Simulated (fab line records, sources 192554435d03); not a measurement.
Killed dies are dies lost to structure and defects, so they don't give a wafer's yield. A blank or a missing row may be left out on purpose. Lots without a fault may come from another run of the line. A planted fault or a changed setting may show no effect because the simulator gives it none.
A struck lot beside a sound one | flow n5_finfet | 26 steps out of a route of 1938
Sound: wafers L886.1, L886.2, L886.6. Struck: wafers L895.4, L895.5, L895.6. The cause comes at the end.
At each step with rows: each side's tool, then ch and its chambers, then its first start. Under that, the readings that differ: sound wafers | struck wafers | difference of the means | sigmas: that difference in standard deviations of wafers without a fault.
alike: readings whose means differ by less than 2 such deviations, and words and numbers that are the same on both sides. not compared: withheld readings, readings that some wafer has no value for, bounds like >300 that may hide the same value, and numbers for which the record gives no deviation and whose values overlap.
The two part at a step that has a row with sigmas, a row that says differs or no value, or rows on one side only. Numbers that don't overlap but have no deviation are shown without sigmas and don't part them. A reading that every wafer of one side lacks parts them only if that side has two wafers or more.

first, 10 steps without rows for these wafers: N5_SD_EPI_N_STRIP_18 (strips in SPM, time 750 s); N5_SD_EPI_N_SRD_20 (time 30 s); N5_SD_EPI_N_PRECLEAN_48 (cleans in NF3:NH3, afs cycles 2, time 20 s, sublimation time 60 s); N5_SD_EPI_N_VAPOR_ETCH_50 (etches Si in HCl, time 54 s); N5_SD_EPI_N_EPI_21 (deposits Si:P, time 690 s); N5_SD_EPI_N_PRECLEAN_24 (cleans in O3/DIW, time 60 s); N5_SD_EPI_N_SRD_25 (time 30 s); N5_SD_EPI_N_PRECLEAN_49 (cleans in NF3:NH3, afs cycles 1, time 20 s, sublimation time 60 s); N5_SD_EPI_N_LINER_46 (material SiNx, target thk 3 nm); N5_SD_EPI_P_COAT_34 (time 60 s, resist thk 350 nm).
N5_SD_EPI_P_COAT_35: time 60 s, resist thk 35 nm.
  sound on litho_track-02 ch 0, day 4 17:10; struck on litho_track-02 ch 0, day 6 21:58
  reading                                     | sound                | struck            | difference | sigmas
  spin_speed_rpm (rpm)                        | 1498.8 1500.2 1499.5 | 733.1 732.6 733.2 | -766.5     | -99 or more
  model.SiARC_of_SD_EPI_P_COAT_35.thk_nm (nm) | 35.2 35.2 35.2       | 50.2 50 50.2      | +14.9      |
then, 7 steps without rows for these wafers: N5_SD_EPI_P_COAT_03 (resist thk 150 nm); N5_SD_EPI_P_EBR_05; N5_SD_EPI_P_SOFTBAKE_04 (time 60 s); N5_SD_EPI_P_EXPOSE_06 (exposes mask SD P BLK, target cd 240 nm); N5_SD_EPI_P_PEB_07 (peb time 60 s); N5_SD_EPI_P_DEVELOP_08 (develop time 30 s); N5_SD_EPI_P_DESCUM_14 (chemistry O2, time 7.9 s).
N5_SD_EPI_P_ETCH_36: etches SiARC in CF4, target depth 45.5 nm, time 75.8 s.
  sound on rie_diel-03 ch 0,1,3, day 4 17:37; struck on rie_diel-01 ch 0,1,3, day 6 22:31
  reading                                             | sound            | struck            | difference | sigmas
  etch_rf_on_time_s (s)                               | 75.4 77.3 77.4   | 106.4 102.7 107.1 | +28.7      | +17
  model.etch.depth_nm (nm)                            | 35.19 35.2 35.18 | 50.16 50 50.14    | +14.91     |
  model.CAR-ArF-block_of_SD_EPI_P_COAT_03.thk_nm (nm) | 110.6 111 110.8  | 97 97.4 97        | -14        |
  alike: drypump_motor_current_A, oes_product_au, rf_vpp_V, showerhead_plenum_p_Torr, throttle_valve_pct
  not compared: rf_hours_counter_h
then, 4 steps without rows for these wafers: N5_SD_EPI_P_ETCH_37 (etches SOC in N2/H2, overetch 108 nm, time 486 s); N5_SD_EPI_P_STRIP_38 (strips in N2/H2); N5_SD_EPI_P_ETCHBACK_46 (etches SiNx in CH3F/O2, stops on SiO2, target depth 17.5 nm); N5_SD_EPI_P_ETCH_47 (etches SiOCN in CH3F/O2, target depth 25 nm).
N5_SD_EPI_P_ETCH_16: etches SiO2 in CHF3/O2, target depth 5 nm.
  sound on rie_diel-03 ch 0,1,3, day 4 18:12; struck on rie_diel-01 ch 0,1,3, day 6 23:06
  reading                                     | sound        | struck       | difference | sigmas
  model.SiARC_of_SD_EPI_P_COAT_35.thk_nm (nm) | 11.8 12.2 12 | 26.4 26 26.8 | +14.4      |
  alike: drypump_motor_current_A, oes_product_au, rf_vpp_V, showerhead_plenum_p_Torr, throttle_valve_pct
  not compared: rf_hours_counter_h
then, 1 step without rows for these wafers: N5_SD_EPI_P_STRIP_50 (strips in CHF3/O2).
-- the record jumps here: 5 days lie between the struck wafers' starts before and after (it left off in module SD_EPI_P and takes up again in module BEOL_M4, whose first step shown is number 1111 of the route) --
N5_BEOL_M4_RC_MEAS_101:
  sound on prober-02 ch 0, day 9 17:44; struck on prober-02 ch 0, day 11 21:34
  reading       | sound       | struck      | difference | sigmas
  ION_P (uA/um) | 471 473 458 | 453 446 451 | -17        | -2
  alike: DIBL_N, DIBL_P, IOFF_N, IOFF_P, ION_N, SS_N, SS_P, VT_N, VT_P

WHERE THEY PART
First at N5_SD_EPI_P_COAT_35; last, within this record, at N5_BEOL_M4_RC_MEAS_101.

WHY: what the simulator had put in
Process parameter drift: litho_track-02, from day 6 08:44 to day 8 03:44, at N5_SD_EPI_P_COAT_35. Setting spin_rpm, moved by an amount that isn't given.
